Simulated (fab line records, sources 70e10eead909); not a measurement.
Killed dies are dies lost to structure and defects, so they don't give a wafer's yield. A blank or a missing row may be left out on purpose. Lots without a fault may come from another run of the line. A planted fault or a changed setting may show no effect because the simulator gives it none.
Chamber matching | flow nand_harc | NHARC_A_STAIRCASE_STRIP_476 on rie_diel-02: 4 sister chambers
The step strips in O2, time 20 s. 18 wafers are shown with their chamber, then 9 later ones without.

WAFERS WITH THEIR CHAMBER
wafer  | chamber | showerhead_plenum_p_Torr (Torr) | oes_product_au (a.u.) | throttle_valve_pct (%)
L076.2 | 2       | 3.37                            | 0.995                 | 17.052
L076.3 | 1       | 3.57                            | 1.006                 | 17.035
L076.4 | 0       | 3.46                            | 1.008                 | 17.030
L079.4 | 2       | 3.37                            | 0.993                 | 17.044
L079.5 | 2       | 3.37                            | 0.998                 | 17.040
L079.6 | 3       | 3.60                            | 0.991                 | 17.039
L080.2 | 3       | 3.60                            | 1.010                 | 17.033
L080.4 | 0       | 3.46                            | 1.014                 | 17.039
L080.5 | 0       | 3.46                            | 1.015                 | 17.038
L081.2 | 0       | 3.46                            | 1.006                 | 17.027
L081.5 | 2       | 3.36                            | 0.999                 | 17.033
L081.6 | 1       | 3.57                            | 1.010                 | 17.030
L083.1 | 1       | 3.57                            | 1.006                 | 17.037
L083.3 | 3       | 3.59                            | 1.006                 | 17.042
L083.5 | 2       | 3.36                            | 1.001                 | 17.041
L088.1 | 0       | 3.45                            | 1.000                 | 17.037
L088.4 | 3       | 3.59                            | 1.010                 | 17.050
L088.5 | 0       | 3.45                            | 1.002                 | 17.037

SIGNATURES (means of the wafers above)
reading                  | chamber 0 | chamber 1 | chamber 2 | chamber 3 | scatter within a chamber
showerhead_plenum_p_Torr | 3.4567    | 3.5700    | 3.3660    | 3.5950    | 0.00502
oes_product_au           | 1.00750   | 1.00733   | 0.99720   | 1.00425   | 0.00588
throttle_valve_pct       | 17.03467  | 17.03400  | 17.04200  | 17.04100  | 0.0059
Rule: a wafer's distance from a chamber is the root of the sum, over the readings, of the square of ((its reading less the chamber's mean) divided by the reading's scatter). The wafer belongs to the nearest chamber; if the next one is less than 2 further off, it can't be placed. The scatter: the root of (the sum of the squares of (reading less its chamber's mean) over the shown wafers, divided by (wafers less chambers)).

WAFERS WITHOUT THEIR CHAMBER
wafer  | showerhead_plenum_p_Torr (Torr) | oes_product_au (a.u.) | throttle_valve_pct (%)
L085.1 | 3.45                            | 1.008                 | 17.026
L085.3 | 3.36                            | 0.995                 | 17.029
L085.5 | 3.59                            | 1.003                 | 17.038
L093.3 | 3.58                            | 1.012                 | 17.041
L093.4 | 3.56                            | 0.996                 | 17.027
L093.6 | 3.35                            | 1.006                 | 17.035
L092.1 | 3.44                            | 0.997                 | 17.039
L092.2 | 3.58                            | 1.016                 | 17.037
L092.6 | 3.44                            | 0.998                 | 17.046

WHICH CHAMBER EACH WENT THROUGH
wafer  | from the rows above     | in truth
L085.1 | 0                       | 0
L085.3 | 2                       | 2
L085.5 | 3                       | 3
L093.3 | can't be placed: 1 or 3 | 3
L093.4 | 1                       | 1
L093.6 | 2                       | 2
L092.1 | 0                       | 0
L092.2 | can't be placed: 1 or 3 | 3
L092.6 | 0                       | 0
Placed correctly: 7 of 9. Can't be placed from these rows: 2 (the true chamber is among the candidates in 2). Placed wrongly: 0.
